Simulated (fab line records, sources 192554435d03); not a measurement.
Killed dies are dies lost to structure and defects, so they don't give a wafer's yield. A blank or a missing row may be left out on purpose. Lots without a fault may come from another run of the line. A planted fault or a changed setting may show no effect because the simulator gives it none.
fab line records | flow n5_finfet
record lots=6 wafers=18 last_day=16
route steps=1938 shown BEOL_M15@1821 PASS1_DEP@1831 MIM_BOT@1832 MIM_TOP@1834 PASSIVATION@1936
lots that met no fault: from a run of the same line without faults
start_h: hours from the record's first day to the start of the lot's first wafer shown | wait_h: hours since the lot's step before | " the same as in the row above | L1.1+2: a row that stands for several wafers | - no value, or no start given | * or withheld: withheld | < > ~ a bound
route shown NAME@n: a module of which the file shows steps, and the number in the route of the first | usual: mean/standard deviation of fault-free wafers | same: alike in all rows | chamber/n: place in a boat | sites: the reading at each site | _std_site: their standard deviation | _edge_site: outer sites' mean less inner sites' | radius_mm: how far each site lies from the wafer's centre | mask NAME#n: copy n | behind: the tool/chamber that last shaped the wafer | hold: why the lot was held/for how many hours/how that ended | device: the transistor (n, p or np) that didn't switch | end of line: the same wafers' tests at the end of the route | a step without rows: its recipe alone | killed: dies lost to structure and defects at the first sort, not the wafer's yield | map: a wafer's dies, x killed, . not, _ none there
set.NAME: the setting as run; set.NAME@STEP: as run at that earlier step | model.NAME: the simulator's own value behind a step, which no gauge read
lots at some steps of the route; a table a step, a row a wafer
services: from which hour (start_h, from the record's first day; less than 0 if before it) a tool's chamber was out of use, for how many hours, and why
## steps
# step N5_BEOL_M15_SPUTTER_45
# recipe material=Cu target_thk_a=1000 temp_c=-20 bias_v=60 power_w=26000 chamber_pressure_pa=0.13 time_s=16.67
# usual chamber_pressure_pa=0.12999/0.00025 chuck_sensor_temp_C=-15.9/0.53 throttle_valve_pct=30.1/1.5
# columns lot.wafer tool chamber start_h wait_h chamber_pressure_pa chuck_sensor_temp_C throttle_valve_pct
L792.1 pvd_sputter-03 - 259.28 0.0 0.13007 -15.9 28.5
L792.4 " - " " 0.12987 -14.8 28.2
L792.6 " - " " 0.12998 -15.8 30.0
L802.1 pvd_sputter-03 - 318.15 0.0 0.13041 -16.8 32.5
L802.2 " - " " 0.12964 -16.0 28.6
L802.4 " - " " 0.1302 -15.8 29.7
L807.4 pvd_sputter-03 - 341.47 0.0 0.12992 -16.7 32.4
L807.5 " - " " 0.1303 -16.7 32.8
L807.6 " - " " 0.1302 -15.9 28.7
L806.4 pvd_sputter-01 - 346.73 0.0 0.12993 -15.4 28.9
L806.5 " - " " 0.12998 -15.9 30.7
L806.6 " - " " 0.12978 -16.5 27.3
L808.2 pvd_sputter-03 - 347.25 0.0 0.12969 -14.7 28.2
L808.3 " - " " 0.1297 -15.8 30.0
L808.4 " - " " 0.12971 -16.1 28.8
L809.1 pvd_sputter-02 - 357.30 0.0 0.13009 -15.8 31.5
L809.2 " - " " 0.12995 -16.1 29.6
L809.6 " - " " 0.13012 -16.2 29.5
# step N5_BEOL_M15_ECD_47
# recipe material=Cu target_thk_a=18600
# step N5_BEOL_M15_ANNEAL_48
# recipe temp_c=225 time_s=90 ambient=N2
# usual wafer_temp_C_max=225.65/0.24
# columns lot.wafer tool chamber start_h wait_h wafer_temp_C_max
L792.1 rtp_anneal-01 0 259.64 0.2 225.76
L792.4 " 0 " " 225.43
L792.6 " 0 " " 225.34
L802.1 rtp_anneal-02 0 318.64 0.3 225.74
L802.2 " 0 " " 226.07
L802.4 " 0 " " 225.62
L807.4 rtp_anneal-02 0 341.96 0.2 225.68
L807.5 " 0 " " 225.31
L807.6 " 0 " " 225.83
L806.4 rtp_anneal-02 0 347.49 0.5 225.59
L806.5 " 0 " " 225.48
L806.6 " 0 " " 225.71
L808.2 rtp_anneal-01 0 347.96 0.5 225.68
L808.3 " 0 " " 225.47
L808.4 " 0 " " 225.60
L809.1 rtp_anneal-01 0 357.66 0.2 225.66
L809.2 " 0 " " 225.69
L809.6 " 0 " " 225.65
# step N5_BEOL_M15_CMP_49
# recipe stop_on=SiO2 t_overpolish_s=4.9 down_force_psi=2 platen_rpm=80 clearing_platen_down_force_psi=2 clearing_platen_rpm=80 post_cmp_clean=cu_alkaline target_thk_nm=850 clearing_platen_pad_velocity_m_s=1.5917 pad_velocity_m_s=1.5917
# usual barrier_field_endpoint_s=11.4/0.35 motor_current_A=8.0/0.99 overpolish_run_s=4.899/0.0094
# columns lot.wafer tool chamber start_h wait_h barrier_field_endpoint_s motor_current_A overpolish_run_s
L792.1 cmp-03 1 259.93 0.3 11.5 7.9 4.902
L792.4 " 2 " " 11.7 9.5 4.898
L792.6 " 1 " " 11.4 7.6 4.900
L802.2 cmp-03 0 318.94 0.2 10.6 7.4 4.907
L802.4 " 2 " " 11.4 9.2 4.900
L802.1 " 3 " " 11.0 7.1 4.913
L807.4 cmp-01 3 342.24 0.2 11.0 8.8 4.905
L807.5 " 0 " " 11.6 7.3 4.883
L807.6 " 1 " " 11.4 7.8 4.891
L806.4 cmp-01 1 347.77 0.2 11.5 7.8 4.885
L806.5 " 2 " " 11.1 6.1 4.918
L806.6 " 3 " " 11.0 9.2 4.902
L808.3 cmp-02 0 348.26 0.2 11.3 9.0 4.902
L808.4 " 1 " " 12.1 9.2 4.896
L808.2 " 2 " " 12.1 8.6 4.894
L809.1 cmp-01 1 358.03 0.3 11.5 8.0 4.891
L809.2 " 2 " " 11.0 5.9 4.904
L809.6 " 0 " " 11.6 6.8 4.902
# step N5_BEOL_M15_THK_MEAS_50
# recipe thk_meas_gauge=xrf reads=Cu_of_BEOL_M15_ECD_47
# usual M15_THK=838/19
# columns lot.wafer tool chamber start_h wait_h M15_THK[nm]
L792.1 film_metro-02 - 260.23 - 830
L792.4 " - " " 802
L792.6 " - " " 828
L802.1 film_metro-02 - 319.23 - 824
L802.2 " - " " 820
L802.4 " - " " 808
L807.4 film_metro-02 - 342.42 - 833
L807.5 " - " " 793
L807.6 " - " " 829
L806.4 film_metro-01 - 347.95 - 849
L806.5 " - " " 842
L806.6 " - " " 838
L808.2 film_metro-01 - 348.52 - 837
L808.3 " - " " 781
L808.4 " - " " 847
L809.1 film_metro-02 - 358.25 - 866
L809.2 " - " " 823
L809.6 " - " " 834
# step N5_BEOL_M15_PRE_CLEAN_52
# recipe gas=NH3 time_s=15 temp_c=withheld rf_power_w=300
# step N5_BEOL_M15_DEP_53
# recipe material=SiCN target_thk_a=500 temp_c=withheld precursor=3MS/NH3 pressure_torr=3 rf_w=675 time_s=17.8
# usual showerhead_plenum_p_Torr=4.149/0.022 throttle_valve_pct=17.7/1.4
# columns lot.wafer tool chamber start_h wait_h showerhead_plenum_p_Torr throttle_valve_pct
L792.1 pecvd-04 1 260.29 0.0 4.163 18.6
L792.4 " 2 " " 4.173 17.4
L792.6 " 0 " " 4.166 18.7
L802.1 pecvd-03 1 319.29 0.0 4.132 19.6
L802.2 " 0 " " 4.128 16.5
L802.4 " 0 " " 4.121 16.4
L807.4 pecvd-01 1 342.51 0.0 4.122 17.1
L807.5 " 0 " " 4.179 17.9
L807.6 " 1 " " 4.130 17.6
L806.4 pecvd-03 2 348.03 0.0 4.143 15.7
L806.5 " 1 " " 4.144 20.0
L806.6 " 0 " " 4.118 16.3
L808.2 pecvd-03 2 348.58 0.0 4.148 15.5
L808.3 " 0 " " 4.122 16.6
L808.4 " 0 " " 4.116 16.5
L809.1 pecvd-01 1 358.31 0.0 4.125 16.9
L809.2 " 0 " " 4.180 17.9
L809.6 " 1 " " 4.125 17.2
# step N5_BEOL_M15_RS_MEAS_54
# recipe thk_meas_gauge=four-point-probe reads=Cu_of_BEOL_M15_ECD_47+Ta_of_BEOL_M15_SPUTTER_44+TaN_of_BEOL_M15_SPUTTER_43
# usual M15_RS=0.0215/0.00047
# columns lot.wafer tool chamber start_h wait_h M15_RS[ohm/sq]
L792.1 film_metro-01 - 260.36 0.0 0.0216
L792.4 " - " " 0.0224
L792.6 " - " " 0.0217
L802.1 film_metro-01 - 319.36 0.0 0.0217
L802.2 " - " " 0.0217
L802.4 " - " " 0.0222
L807.4 film_metro-01 - 342.58 0.1 0.0215
L807.5 " - " " 0.0226
L807.6 " - " " 0.0216
L806.4 film_metro-01 - 348.08 0.0 0.0214
L806.5 " - " " 0.0217
L806.6 " - " " 0.0217
L808.2 film_metro-01 - 348.65 0.1 0.0217
L808.3 " - " " 0.0232
L808.4 " - " " 0.0215
L809.1 film_metro-02 - 358.38 0.0 0.0206
L809.2 " - " " 0.0217
L809.6 " - " " 0.0215
# step N5_BEOL_M15_INSPECT_55
# recipe inspect_instrument=darkfield mode=post_dep
# usual raw_defect_count=74/24
# columns lot.wafer tool chamber start_h wait_h raw_defect_count
L792.1 defect_inspect-02 - 260.38 0.0 58
L792.4 " - " " 46
L792.6 " - " " 49
L802.1 defect_inspect-01 - 319.38 0.0 79
L802.2 " - " " 119
L802.4 " - " " 69
L807.4 defect_inspect-02 - 342.60 0.0 94
L807.5 " - " " 103
L807.6 " - " " 72
L806.4 defect_inspect-01 - 348.11 0.0 60
L806.5 " - " " 118
L806.6 " - " " 66
L808.2 defect_inspect-02 - 348.67 0.0 82
L808.3 " - " " 91
L808.4 " - " " 70
L809.1 defect_inspect-02 - 358.41 0.0 40
L809.2 " - " " 65
L809.6 " - " " 67
# step N5_BEOL_M15_RC_MEAS_101
# usual COMB_M10=1.47e-11/2.9e-12 COMB_M11=1.46e-11/2.8e-12 COMB_M12=6.8e-12/1.3e-12 COMB_M13=5.6e-12/1.3e-12 COMB_M14=4.1e-12/8.5e-13 COMB_M15=3e-12/5.5e-13 COMB_M5=3.7e-11/8.7e-12 COMB_M6=2.6e-11/4.9e-12 COMB_M6_max_site=3.8e-11/8.6e-12 COMB_M7=2.5e-11/4.5e-12 COMB_M8=2.5e-11/4.3e-12 COMB_M9=1.45e-11/2.8e-12 SERP_M10=3.07/0.11 SERP_M11=3.03/0.12 SERP_M11_max_site=3.12/0.12 SERP_M12=0.639/0.023 SERP_M13=0.311/0.008 SERP_M14=0.157/0.0064 SERP_M5=38.4/1.6 SERP_M6=13.6/0.68 SERP_M6_max_site=14.1/0.72 SERP_M7=13.8/0.64 SERP_M8=14.0/0.65 SERP_M9=3.05/0.087 SERP_M9_max_site=3.14/0.099
# columns lot.wafer tool chamber start_h wait_h COMB_M10[S/m] COMB_M11[S/m] COMB_M12[S/m] COMB_M13[S/m] COMB_M14[S/m] COMB_M15[S/m] COMB_M5[S/m] COMB_M6[S/m] COMB_M6_max_site[S/m] COMB_M7[S/m] COMB_M8[S/m] COMB_M9[S/m] SERP_M10[ohm/um] SERP_M11[ohm/um] SERP_M11_max_site[ohm/um] SERP_M12[ohm/um] SERP_M13[ohm/um] SERP_M14[ohm/um] SERP_M5[ohm/um] SERP_M6[ohm/um] SERP_M6_max_site[ohm/um] SERP_M7[ohm/um] SERP_M8[ohm/um] SERP_M9[ohm/um] SERP_M9_max_site[ohm/um]
L792.1 prober-01 0 260.41 0.0 1.3e-11 1.41e-11 7e-12 3.6e-12 2.5e-12 2.4e-12 4e-11 2.6e-11 3.8e-11 2.3e-11 2.2e-11 1.77e-11 3.14 2.90 2.99 0.626 0.319 0.152 39.0 13.9 14.4 13.5 14.4 3.14 3.27
L792.4 " 0 " " 1.17e-11 1.15e-11 6e-12 5.3e-12 2.9e-12 2.4e-12 3.9e-11 2.9e-11 4.6e-11 2.3e-11 1.9e-11 1.41e-11 3.17 3.01 3.21 0.616 0.312 0.162 37.6 13.1 14.0 14.5 12.8 3.04 3.18
L792.6 " 0 " " 1.21e-11 1.02e-11 6.3e-12 4.9e-12 2.9e-12 2.5e-12 3.4e-11 1.9e-11 4.3e-11 3e-11 2e-11 8.9e-12 3.13 3.11 3.20 0.638 0.313 0.141 36.8 14.0 14.4 14.3 14.3 3.20 3.27
L802.1 prober-01 0 319.41 0.0 1.49e-11 1.88e-11 6.9e-12 5.3e-12 5e-12 3.2e-12 3.1e-11 2.1e-11 3e-11 3.5e-11 2.4e-11 1.19e-11 2.89 3.03 3.09 0.646 0.311 0.143 39.3 13.3 14.0 14.8 14.4 3.04 3.08
L802.2 " 0 " " 2.08e-11 1.96e-11 7.9e-12 6.5e-12 5.5e-12 3.6e-12 3.1e-11 2.2e-11 2.4e-11 2.7e-11 2.5e-11 1.36e-11 3.09 2.95 3.04 0.650 0.310 0.164 40.1 12.4 12.9 14.4 14.4 2.89 3.01
L802.4 " 0 " " 1.69e-11 1.32e-11 4.4e-12 5e-12 5.8e-12 3.1e-12 4.1e-11 2.9e-11 3.9e-11 2.3e-11 2.4e-11 1.44e-11 2.96 3.00 3.21 0.637 0.318 0.162 40.9 13.5 14.1 13.8 14.0 2.92 2.97
L807.4 prober-02 0 343.09 0.5 1.37e-11 1.5e-11 7.2e-12 6.2e-12 3.7e-12 3.4e-12 4.1e-11 2.3e-11 3.2e-11 3.1e-11 2.2e-11 1.25e-11 3.15 3.01 3.06 0.647 0.312 0.159 39.5 12.6 13.7 13.1 13.6 3.11 3.20
L807.5 " 0 " " 1.65e-11 1.18e-11 5.2e-12 5.3e-12 4.5e-12 2.8e-12 2.7e-11 2.4e-11 3.5e-11 2.4e-11 2e-11 1.53e-11 3.26 2.93 3.06 0.627 0.321 0.162 40.2 13.4 14.3 13.0 14.7 3.11 3.23
L807.6 " 0 " " 1.44e-11 1.49e-11 5.7e-12 5.2e-12 4e-12 1.9e-12 2.2e-11 2.5e-11 4.6e-11 1.9e-11 1.7e-11 1.6e-11 3.10 3.02 3.08 0.653 0.314 0.160 37.8 12.4 13.3 13.3 14.1 3.01 3.09
L806.4 prober-02 0 348.59 0.5 1.49e-11 2.2e-11 5.2e-12 4.6e-12 3.6e-12 2.7e-12 3e-11 1.8e-11 2.4e-11 2.4e-11 2.2e-11 1.66e-11 3.13 3.02 3.06 0.654 0.307 0.167 36.2 13.8 14.6 14.3 13.7 3.06 3.15
L806.5 " 0 " " 1.33e-11 2e-11 7.1e-12 7.4e-12 3.6e-12 2.7e-12 6.3e-11 2.9e-11 4e-11 2.4e-11 2.2e-11 1.46e-11 2.99 2.90 2.92 0.660 0.307 0.159 37.2 13.9 14.8 13.4 13.6 3.06 3.21
L806.6 " 0 " " 1.7e-11 1.74e-11 8.3e-12 4.8e-12 3.4e-12 2.6e-12 4.8e-11 2.3e-11 3.9e-11 2.1e-11 2.3e-11 1.8e-11 3.06 2.81 2.85 0.660 0.309 0.167 36.0 14.4 14.8 13.6 14.2 3.06 3.09
L808.2 prober-01 0 348.85 0.2 1.74e-11 1.31e-11 8.6e-12 5.8e-12 6.8e-12 3.9e-12 3.9e-11 3e-11 3.6e-11 1.8e-11 2.5e-11 1.12e-11 3.22 3.09 3.17 0.653 0.306 0.144 37.4 13.8 14.1 12.6 14.0 3.06 3.15
L808.3 " 0 " " 1.47e-11 1.12e-11 7.6e-12 1.04e-11 5.7e-12 3.3e-12 4.1e-11 3.1e-11 3.7e-11 1.9e-11 2.9e-11 1.18e-11 3.06 3.09 3.11 0.643 0.314 0.162 37.8 13.4 13.5 13.4 13.4 3.00 3.08
L808.4 " 0 " " 1.33e-11 1.52e-11 7.4e-12 5.9e-12 5.3e-12 3.5e-12 2.3e-11 2.5e-11 3.7e-11 1.8e-11 2.9e-11 1.7e-11 3.13 2.91 3.08 0.669 0.304 0.156 39.0 13.7 14.1 14.9 13.8 2.98 3.08
L809.1 prober-01 0 358.43 0.0 1.27e-11 9.7e-12 8.4e-12 6e-12 2.8e-12 2.5e-12 4.6e-11 2.8e-11 5.7e-11 2.2e-11 2.5e-11 1.68e-11 3.03 3.11 3.14 0.618 0.323 0.162 35.5 14.1 14.5 13.1 14.4 3.10 3.19
L809.2 " 0 " " 1.58e-11 1.65e-11 1.27e-11 5e-12 3.8e-12 3e-12 3.2e-11 2.8e-11 3.3e-11 2.6e-11 2.8e-11 1.49e-11 2.90 2.96 3.00 0.641 0.318 0.159 38.7 13.6 13.9 13.8 14.0 2.98 3.10
L809.6 " 0 " " 1.27e-11 1.61e-11 6.9e-12 5.3e-12 4.6e-12 2.8e-12 3e-11 2.9e-11 4.2e-11 3.2e-11 2.3e-11 1.23e-11 3.09 2.94 3.01 0.654 0.320 0.164 37.7 12.9 14.2 13.5 14.1 3.01 3.11
# step N5_PASSIVATION_PECVD_00
# recipe material=SiO2 target_thk_a=2000 temp_c=400 precursor=SiH4/N2O pressure_torr=2.7 rf_w=608 time_s=11.2
# usual heater_power_w=693/110 showerhead_plenum_p_Torr=8.18/0.08 throttle_valve_pct=50.4/2.9
# columns lot.wafer tool chamber start_h wait_h heater_power_w showerhead_plenum_p_Torr throttle_valve_pct
L792.1 pecvd-04 1 261.38 0.8 787 8.16 52.9
L792.4 " 2 " " 604 8.22 49.6
L792.6 " 1 " " 792 8.20 52.7
L802.1 pecvd-04 2 320.37 0.8 710 8.21 49.8
L802.2 " 0 " " 845 8.19 53.7
L802.4 " 2 " " 688 8.21 49.7
L807.4 pecvd-02 2 343.61 0.4 746 8.17 48.2
L807.5 " 1 " " 628 8.28 52.3
L807.6 " 0 " " 502 8.20 43.4
L806.4 pecvd-04 2 349.11 0.4 612 8.22 49.8
L806.5 " 1 " " 855 8.19 52.9
L806.6 " 0 " " 840 8.23 53.3
L808.2 pecvd-02 0 349.66 0.7 595 8.21 43.5
L808.3 " 2 " " 759 8.14 48.2
L808.4 " 2 " " 740 8.16 48.4
L809.1 pecvd-02 0 359.40 0.8 589 8.19 43.5
L809.2 " 1 " " 637 8.24 52.6
L809.6 " 0 " " 585 8.22 43.7
# step N5_MIM_BOT_DEGAS_01
# recipe ambient=vacuum temp_c=300 time_s=60
# step N5_MIM_BOT_SPUTTER_00
# recipe material=TiN target_thk_a=350 temp_c=200 power_w=3000 chamber_pressure_pa=0.49996 gas=Ar reactive_partial_pa=0.37997 time_s=89.7
# usual chamber_pressure_pa=0.5000/0.0011 throttle_valve_pct=30.0/1.6
# columns lot.wafer tool chamber start_h wait_h chamber_pressure_pa throttle_valve_pct model.TiN_of_MIM_BOT_SPUTTER_00.thk_nm
L792.1 pvd_sputter-01 - 261.94 0.0 0.5002 27.5 34.8
L792.4 " - " " 0.5007 30.5 34.8
L792.6 " - " " 0.5009 27.2 34.6
L802.1 pvd_sputter-03 - 322.51 0.0 0.4994 27.9 34.8
L802.2 " - " " 0.4989 32.4 34.8
L802.4 " - " " 0.5006 28.5 34.4
L807.4 pvd_sputter-03 - 345.09 0.0 0.4300 32.5 36.2
L807.5 " - " " 0.4294 34.9 36.2
L807.6 " - " " 0.4285 30.1 35.8
L806.4 pvd_sputter-03 - 349.35 0.0 0.4303 32.5 36
L806.5 " - " " 0.4299 30.3 36
L806.6 " - " " 0.4291 32.2 36
L808.2 pvd_sputter-02 - 349.88 0.0 0.4985 31.6 34.8
L808.3 " - " " 0.5007 30.5 35.6
L808.4 " - " " 0.5007 29.2 35.8
L809.1 pvd_sputter-02 - 359.49 0.0 0.5012 29.3 36.2
L809.2 " - " " 0.4999 31.4 35.2
L809.6 " - " " 0.5006 29.3 36.2
# step N5_MIM_TOP_ALD_00
# recipe material=Al2O3 target_thk_a=* temp_c=withheld ald_precursor_family=TMA ald_co_reactant=O3 pulse_time_s=withheld purge_time_s=3 co_reactant_purge_time_s=withheld co_reactant_pulse_time_s=3 ald_cycles=withheld
# step N5_PASSIVATION_PROBE_49
# usual defect_limited_yield=91.0/1.4 killed_at_M0_to_M3=36/11 killed_at_M4_up=13/5.4 killed_at_contacts=12/6.4 killed_at_front_end=41/13 killed_at_other=2.9/2.3 killed_dies=106/17 killed_open=70/12 killed_short=34/8.4 sort_bin_4_leakage=0.01/0.057 sort_bin_5_function=5.2/1 sort_bin_6_memory=3.4/0.63 sort_bin_8_speed=0.1/0.49 sort_n_pass=1074/18 sort_yield_pct=91.0/1.6
# same gross_dies=1180 killed_at_back_side=0
# columns lot.wafer tool chamber start_h wait_h defect_limited_yield[%] killed_at_M0_to_M3 killed_at_M4_up killed_at_contacts killed_at_front_end killed_at_other killed_dies killed_open killed_short sort_bin_4_leakage[%] sort_bin_5_function[%] sort_bin_6_memory[%] sort_bin_8_speed[%] sort_n_pass sort_yield_pct[%]
L792.1 prober-02 - 275.15 0.0 92.3 27 11 15 34 4 91 69 22 0 4.7 3.0 0 1089 92.3
L792.4 prober-02 - 275.30 0.2 93.8 20 13 11 28 1 73 52 21 0 3.4 2.7 0 1107 93.8
L792.6 prober-02 - 275.40 0.3 91.9 38 10 17 30 1 96 69 26 0 5.1 2.8 0 1084 91.9
L802.1 prober-01 - 335.31 0.0 91.1 38 6 8 51 2 105 70 35 0 5.2 3.4 0.1 1074 91.0
L802.2 prober-01 - 335.36 0.1 89.4 47 11 17 47 3 125 89 36 0 7.0 3.5 0 1055 89.4
L802.4 prober-01 - 335.46 0.2 90.2 58 11 16 26 5 116 89 27 0 5.6 4.0 0 1064 90.2
L807.4 prober-01 - 355.97 0.2 92.5 21 11 10 46 0 88 69 18 0 3.8 3.4 0 1092 92.5
L807.5 prober-01 - 356.02 0.2 89.3 42 18 16 50 0 126 84 36 0 6.1 3.7 0 1054 89.3
L807.6 prober-01 - 356.07 0.3 90.6 27 15 5 63 1 111 83 26 0 5.4 3.6 0 1069 90.6
L806.5 prober-01 - 360.20 0.2 91.1 36 13 10 46 0 105 70 32 0 5.3 3.2 0 1075 91.1
L806.6 prober-01 - 360.25 0.3 91.9 43 9 8 35 1 96 70 19 0 4.2 3.2 0 1084 91.9
L808.2 prober-02 - 362.45 0.1 91.1 41 5 13 43 3 105 57 47 0 5.0 3.0 0 1075 91.1
L808.3 prober-02 - 362.50 0.1 89.5 60 8 19 35 2 124 77 44 0 6.7 3.4 0 1056 89.5
L808.4 prober-02 - 362.55 0.2 90.7 45 9 26 25 5 110 71 37 0 6.0 3.1 0 1070 90.7
L809.1 prober-01 - 372.11 0.0 93.3 28 20 5 21 5 79 49 28 0 4.2 2.1 0 1101 93.3
L809.2 prober-01 - 372.16 0.1 90.8 31 21 8 42 7 109 81 24 0 5.7 3.6 0 1071 90.8
L809.6 prober-01 - 372.36 0.3 89.3 55 10 16 42 3 126 81 44 0 6.1 4.2 0 1054 89.3
# killed by level:class
L792.1 STI_FIN_REVEAL:geometric_particle:open=13 MOL_CONTACT_COAG:geometric_particle:open=12 BEOL_M2:geometric_particle:open=7 FIN_SAQP:geometric_particle:open=5 BEOL_M0_SAQP:geometric_particle:short=5 BEOL_M1:geometric_particle:open=4 BEOL_M0_SAQP:geometric_particle:open=4 BEOL_M3:geometric_particle:open=4
L792.4 MOL_CONTACT_COAG:geometric_particle:open=9 STI_FIN_REVEAL:geometric_particle:open=8 BEOL_M2:geometric_particle:open=8 GATE_CUT:geometric_particle:short=5 BEOL_M0_SAQP:geometric_particle:open=5 FIN_SAQP:geometric_particle:short=4 BEOL_M4:geometric_particle:open=4 BEOL_M5:geometric_particle:open=4
L792.6 MOL_CONTACT_COAG:geometric_particle:open=15 BEOL_M0_SAQP:geometric_particle:open=8 BEOL_M0_SAQP:geometric_particle:short=8 BEOL_M3:geometric_particle:open=8 BEOL_M4:geometric_particle:open=6 BEOL_M1:geometric_particle:open=6 FIN_SAQP:geometric_particle:open=5 DUMMY_GATE:geometric_particle:open=5
L802.1 STI_FIN_REVEAL:geometric_particle:open=22 FIN_SAQP:geometric_particle:short=8 MOL_CONTACT_COAG:geometric_particle:open=8 BEOL_M0_SAQP:geometric_particle:open=8 BEOL_M3:geometric_particle:open=6 FIN_SAQP:geometric_particle:open=5 BEOL_M0_SAQP:geometric_particle:short=5 BEOL_M1:geometric_particle:open=5
L802.2 FIN_SAQP:geometric_particle:open=13 BEOL_M3:geometric_particle:open=12 STI_FIN_REVEAL:geometric_particle:open=11 BEOL_M0_SAQP:geometric_particle:open=10 MOL_CONTACT_COAG:geometric_particle:open=9 MOL_CONTACT_COAG:geometric_particle:short=8 BEOL_M1:geometric_particle:open=7 FIN_SAQP:geometric_particle:short=6
L802.4 BEOL_M3:geometric_particle:open=20 MOL_CONTACT_COAG:geometric_particle:open=15 BEOL_M0_SAQP:geometric_particle:open=10 BEOL_M1:geometric_particle:open=7 BEOL_M0_SAQP:geometric_particle:short=6 BEOL_M0:geometric_particle:open=6 STI_FIN_REVEAL:geometric_particle:open=5 BEOL_M8:geometric_particle:open=4
L807.4 STI_FIN_REVEAL:geometric_particle:open=16 FIN_SAQP:geometric_particle:open=14 MOL_CONTACT_COAG:geometric_particle:open=9 BEOL_M1:geometric_particle:open=7 BEOL_M0_SAQP:geometric_particle:open=5 BEOL_M4:geometric_particle:open=5 FIN_SAQP:geometric_particle:short=4 STI_FIN_REVEAL:geometric_particle:short=4
L807.5 FIN_SAQP:geometric_particle:open=13 MOL_CONTACT_COAG:geometric_particle:open=13 BEOL_M0_SAQP:geometric_particle:open=11 BEOL_M4:geometric_particle:open=9 FIN_SAQP:geometric_particle:short=8 BEOL_M3:geometric_particle:open=8 STI_FIN_REVEAL:geometric_particle:open=7 BEOL_M1:geometric_particle:open=7
L807.6 FIN_SAQP:geometric_particle:open=39 FIN_SAQP:geometric_particle:short=9 BEOL_M4:geometric_particle:open=6 BEOL_M1:geometric_particle:open=6 DUMMY_GATE:geometric_particle:open=5 MOL_CONTACT_COAG:geometric_particle:open=4 BEOL_M8:geometric_particle:open=4 BEOL_M0_SAQP:geometric_particle:short=4
L806.5 FIN_SAQP:geometric_particle:open=12 FIN_SAQP:geometric_particle:short=11 BEOL_M3:geometric_particle:open=8 MOL_CONTACT_COAG:geometric_particle:open=8 BEOL_M0_SAQP:geometric_particle:open=7 STI_FIN_REVEAL:geometric_particle:open=5 BEOL_M1:geometric_particle:open=5 DUMMY_GATE:geometric_particle:open=4
L806.6 BEOL_M3:geometric_particle:open=12 STI_FIN_REVEAL:geometric_particle:open=8 FIN_SAQP:geometric_particle:open=7 MOL_CONTACT_COAG:geometric_particle:open=7 BEOL_M0_SAQP:geometric_particle:open=7 BEOL_M2:geometric_particle:open=6 BEOL_M0_SAQP:geometric_particle:short=5 BEOL_M1:geometric_particle:open=5
L808.2 BEOL_M0_SAQP:geometric_particle:short=11 BEOL_M0_SAQP:geometric_particle:open=9 STI_FIN_REVEAL:geometric_particle:open=8 GATE_CUT:geometric_particle:short=8 MOL_CONTACT_COAG:geometric_particle:open=8 FIN_SAQP:geometric_particle:open=7 BEOL_M3:geometric_particle:open=6 FIN_SAQP:geometric_particle:short=5
L808.3 BEOL_M0_SAQP:geometric_particle:short=17 MOL_CONTACT_COAG:geometric_particle:open=16 BEOL_M0_SAQP:geometric_particle:open=13 BEOL_M2:geometric_particle:open=10 FIN_SAQP:geometric_particle:open=7 FIN_SAQP:geometric_particle:short=7 BEOL_M1:geometric_particle:open=6 BEOL_M3:geometric_particle:open=6
L808.4 MOL_CONTACT_COAG:geometric_particle:open=21 BEOL_M0_SAQP:geometric_particle:short=15 BEOL_M0_SAQP:geometric_particle:open=10 FIN_SAQP:geometric_particle:open=7 BEOL_M2:geometric_particle:open=7 MOL_CONTACT_COAG:geometric_particle:short=5 BEOL_M3:geometric_particle:open=5 BEOL_M4:geometric_particle:open=5
L809.1 BEOL_M1:geometric_particle:open=9 FIN_SAQP:geometric_particle:short=7 BEOL_M5:geometric_particle:open=6 FIN_SAQP:geometric_particle:open=5 BEOL_M0_SAQP:geometric_particle:open=5 BEOL_M2:geometric_particle:open=4 BEOL_M4:geometric_particle:open=4 GATE_CUT:geometric_particle:short=3
L809.2 FIN_SAQP:geometric_particle:open=21 BEOL_M4:geometric_particle:open=12 BEOL_M0_SAQP:geometric_particle:open=8 FIN_SAQP:geometric_particle:short=6 MOL_CONTACT_COAG:geometric_particle:open=6 BEOL_M0_SAQP:geometric_particle:short=5 BEOL_M2:geometric_particle:open=5 BEOL_M3:geometric_particle:open=5
L809.6 FIN_SAQP:geometric_particle:open=20 MOL_CONTACT_COAG:geometric_particle:open=11 BEOL_M1:geometric_particle:open=9 BEOL_M0_SAQP:geometric_particle:short=8 BEOL_M0_SAQP:geometric_particle:open=8 FIN_SAQP:geometric_particle:short=7 BEOL_M2:geometric_particle:open=7 BEOL_M3:geometric_particle:open=7
## services
# columns tool chamber start_h hours kind
pecvd-04 - 236.58 14.6 pm
cmp-03 - 242.22 1.0 repair
pecvd-01 0 242.40 11.1 repair
pecvd-02 - 251.82 2.8 pm
pecvd-02 0 255.27 3.5 repair
pecvd-01 0 256.65 5.5 scheduled_down
pecvd-03 0 257.05 18.5 repair
cmp-02 - 258.39 1.0 repair
pecvd-01 2 262.11 5.5 scheduled_down
pecvd-04 1 262.54 5.5 scheduled_down
pecvd-01 - 267.73 1.8 repair
cmp-02 - 274.75 4.3 pm
pecvd-01 2 295.07 2.1 scheduled_down
cmp-02 - 297.52 1.5 repair
cmp-01 - 310.03 2.4 repair
cmp-01 - 313.14 4.4 pm
pecvd-04 0 314.72 4.0 repair
pecvd-01 1 332.46 5.5 scheduled_down
cmp-03 - 347.68 2.1 repair
pvd_sputter-01 - 359.18 6.8 repair
## key
first_sign step=N5_MIM_BOT_SPUTTER_00 reading=chamber_pressure_pa direction=down sigmas=67 usual=0.5000 struck=0.4295
effect none on later readings
model_effect step=N5_MIM_BOT_SPUTTER_00 value=TiN_of_MIM_BOT_SPUTTER_00.thk_nm without=35.17 struck=36.03
met_at N5_MIM_BOT_SPUTTER_00
struck_wafers L806.4,L806.5,L806.6,L807.4,L807.5,L807.6
onset_between 322.51 345.09
fault kind=process_parameter_drift tool=pvd_sputter-03 chamber=- onset_h=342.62 steps=N5_MIM_BOT_SPUTTER_00 channel=chamber_pressure_pa offset=-0.070764 shape=step end_h=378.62 acts_in=these_recipes_only stated=0.49996
